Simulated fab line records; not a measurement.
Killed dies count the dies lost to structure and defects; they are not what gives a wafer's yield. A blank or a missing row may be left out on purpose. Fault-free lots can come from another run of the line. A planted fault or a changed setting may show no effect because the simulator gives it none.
A lot that was struck, set against a sound lot -- flow nand-harc -- 14 steps out of a route of 1159
Sound: these wafers, L985.2, L985.5, L985.6. Struck: wafer L996.2; the same lot's L996.3 was not struck, so it is left out; see the end for the cause.
At each step with rows: each side's tool, then ch and its chambers, then its first start. Under that, the readings that differ: sound wafers -- struck wafers -- difference of the means -- sigmas: that difference in standard deviations of wafers without a fault.
alike: readings with means less than 2 such deviations apart, plus words and numbers identical on both sides. not compared: withheld readings, readings lacking a value on some wafer, bounds such as >300 that could conceal the same value, and numbers that have no deviation in the record and whose values overlap.
The two part at a step that has a row with sigmas, a row that says differs or no value, or rows on one side only. When numbers do not overlap yet have no deviation, they are printed without sigmas and do not part them. Lack of a reading on every wafer of one side parts them only where that side has two or more wafers.

first, 5 steps without rows for these wafers: NHARC_A_CHANNEL_HOLE_D1_SOFTBAKE_05 (time 55 s); NHARC_A_CHANNEL_HOLE_D1_EBR_06; NHARC_A_CHANNEL_HOLE_D1_EXPOSE_07 (exposes mask HOLE D1, target cd 100 nm); NHARC_A_CHANNEL_HOLE_D1_PEB_08 (peb time 65 s); NHARC_A_CHANNEL_HOLE_D1_DEVELOP_09 (develop time 35 s).
NHARC_A_CHANNEL_HOLE_D1_CD_MEAS_10: the cd target is 100 nm.
  sound on cd-sem-02 ch 0, day 9 00:48; struck on cd-sem-02 ch 0, day 12 05:00
  alike: cd-nm
NHARC_A_CHANNEL_HOLE_D1_OVL_MEAS_11:
  sound on overlay-02 at day 9 00:53; struck on overlay-02 at day 12 05:05
  alike: overlay-x-nm, overlay-y-nm
NHARC_A_CHANNEL_HOLE_D1_INSPECT_12:
  sound on defect-inspect-02 at day 9 00:55; struck on defect-inspect-02 at day 12 05:07
  alike: raw-defect-count
NHARC_A_CHANNEL_HOLE_D1_DESCUM_15: chemistry O2, time 3 s.
  sound on rie-diel-07 ch 2,3, day 9 00:59; struck on rie-diel-07 ch 2, day 12 05:11
  alike: drypump-motor-current-A, oes-product-au, rf-vpp-V, showerhead-plenum-p-Torr, throttle-valve-pct
  not compared: rf-hours-counter-h
NHARC_A_CHANNEL_HOLE_D1_ETCH_38: etches the open film in CF4, target depth 39 nm, time 65 s.
  sound on rie-diel-07 ch 0,2,3, day 9 01:05; struck on rie-diel-07 ch 1, day 12 05:17
  alike: cf4-flow-sccm, drypump-motor-current-A, oes-product-au, rf-vpp-V, run-length-s, showerhead-plenum-p-Torr, throttle-valve-pct
  not compared: rf-hours-counter-h
NHARC_A_CHANNEL_HOLE_D1_ETCH_39: etches the open film in N2/H2, target depth 260 nm, time 325 s.
  sound: rie-diel-07 ch 2,3; struck: rie-diel-07 ch 0
  alike: drypump-motor-current-A, oes-product-au, rf-vpp-V, run-length-s, showerhead-plenum-p-Torr, throttle-valve-pct
  not compared: rf-hours-counter-h
NHARC_A_CHANNEL_HOLE_D1_ETCH_34: etches the open film in CF4/CHF3, target depth 154 nm, time 77 s.
  sound: rie-diel-07 ch 2,3; struck: rie-diel-07 ch 1
reading,sound,struck,difference,sigmas
chf3-flow-sccm (sccm),29.90 29.81 29.95,30.19,+0.30,+4
  alike: cf4-flow-sccm, drypump-motor-current-A, oes-product-au, rf-vpp-V, run-length-s, showerhead-plenum-p-Torr, throttle-valve-pct
  not compared: rf-hours-counter-h
NHARC_A_CHANNEL_HOLE_D1_ETCH_16: etches the open film in O2/COS, target depth 3100 nm, time 806 s.
  sound on rie-diel-07 ch 0,1, day 9 01:32; struck on rie-diel-07 ch 1, day 12 05:43
reading,sound,struck,difference,sigmas
run-length-s (s),827.8 827.6 826.8,612.0,-215.4,-99 or more
  alike: drypump-motor-current-A, oes-product-au, rf-vpp-V, showerhead-plenum-p-Torr, throttle-valve-pct
  not compared: rf-hours-counter-h
NHARC_A_CHANNEL_HOLE_D1_CD_MEAS_18:
  sound on cd-sem-02 at day 9 02:07; struck on cd-sem-03 at day 12 06:17
reading,sound,struck,difference,sigmas
cd-nm (nm),99.4 98.7 96.1,94.8,-3.3,-2

WHERE THEY PART
Earliest at NHARC_A_CHANNEL_HOLE_D1_ETCH_34; latest, in this record, at NHARC_A_CHANNEL_HOLE_D1_CD_MEAS_18.

WHY: what the simulator had put in
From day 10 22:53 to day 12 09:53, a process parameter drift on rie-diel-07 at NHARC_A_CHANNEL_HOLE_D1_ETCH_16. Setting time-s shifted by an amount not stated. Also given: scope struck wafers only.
